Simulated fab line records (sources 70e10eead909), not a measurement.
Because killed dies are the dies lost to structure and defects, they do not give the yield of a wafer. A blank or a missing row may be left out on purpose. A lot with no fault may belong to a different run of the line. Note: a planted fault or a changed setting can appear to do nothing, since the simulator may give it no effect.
8D (eight disciplines) problem report, filled in by code | flow nandHarc | the parts of the form that need people (team, actions taken, sign-off) are left out

1. THE ISSUE
thkNm at NHARC_A_ONON_D2_THK_MEAS_27 reads a mean of 686 nm on 4 wafers of 3 lots; wafers without a fault read 999 nm with a standard deviation of 12. That puts it -26 standard deviations away from the usual mean.
The step: measures by ellipsometry.
Seen first at day 15 11:32 on filmMetro-01, wafer L825.6. The record has a number at this step for 43 wafers belonging to 15 lots. Rule for "out", or "out of limits": more than 4 standard deviations from the usual mean. The other wafers with a number count as sound.

2. WHAT IT IS, AND WHAT IT ISN'T
question                    | is                             | is not
which readings at this step | thkNm                          | -
which lots                  | L825, L826, L828               | L820, L821, L832, L833, L834, L835, L836, L837, L838, L840, L842, L843
which wafers of those lots  | L825.6, L826.4, L828.4, L828.6 | L825.2, L826.3, L826.5
read on which gauges        | filmMetro-01, filmMetro-02     | -
when                        | from day 15 11:32              | up to then (7 sound wafers); but 32 sound wafers of L826, L832, L833, L834, L835, L836, L837, L838, L840, L842, L843 came after

3. THE SUSPECTS, EACH WITH WHAT RULES IT OUT
Counting: if a tool at a process step up to the reading ran every lot that is out, it stays a suspect. Sound lots after the first of them don't rule it out here, since some wafers of a struck lot are sound.
- the gauge at NHARC_A_ONON_D2_THK_MEAS_27 is ruled out. The wafers that are out were read on 2 gauges (filmMetro-01, filmMetro-02).
- aldSinBatch-01 at NHARC_A_CHANNEL_FILL_D1_ALD_03 (deposits SiNx, target thk 6 nm, pulse time 60 s, ald cycles 58): kept. It ran every lot that is out, first L825 (day 12 10:39). Because NHARC_A_CHANNEL_FILL_D1_ALD_03 lacks a start for some lots, the hours and order of its lots are taken from NHARC_A_CHANNEL_FILL_D1_ETCHBACK_20.
- pecvdOnon-03 at NHARC_A_ONON_D2_DEP_25 (target thk 1000 nm): kept. It ran every lot that is out, first L825 (day 15 11:05).
What counting leaves: aldSinBatch-01 at NHARC_A_CHANNEL_FILL_D1_ALD_03 and pecvdOnon-03 at NHARC_A_ONON_D2_DEP_25.

4. THE CAUSE (what the simulator had put in)
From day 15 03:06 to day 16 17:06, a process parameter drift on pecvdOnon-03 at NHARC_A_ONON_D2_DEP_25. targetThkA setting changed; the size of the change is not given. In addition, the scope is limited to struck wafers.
Counting leaves 2 suspects; this tool is one of them.

5. THE EFFECT CHAIN, in route order
Each row: a reading whose mean over the struck wafers that have a number lies more than 3 standard deviations from the usual. Readings are gone through only where the record gives a usual standard deviation; hours: the median, over the lots, of the time from a lot's start at the first step in this table giving one to that lot's start at this step; sigmas: the change measured in usual standard deviations.
hours | step                        | reading | usual  | on struck wafers | change | sigmas
0     | NHARC_A_ONON_D2_THK_MEAS_27 | thkNm   | 999 nm | 686              | -314   | -26

6. HOW IT WOULD HAVE BEEN CAUGHT EARLIER
In this record the first reading out of limits at a measuring or inspecting step was taken at day 15 11:32, 8 hours after the fault began at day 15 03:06.
L826, L828, from the lots that are out (3), started NHARC_A_ONON_D2_DEP_25 on pecvdOnon-03 later than day 15 11:32. A hold on the tool at that time would have spared those 2.
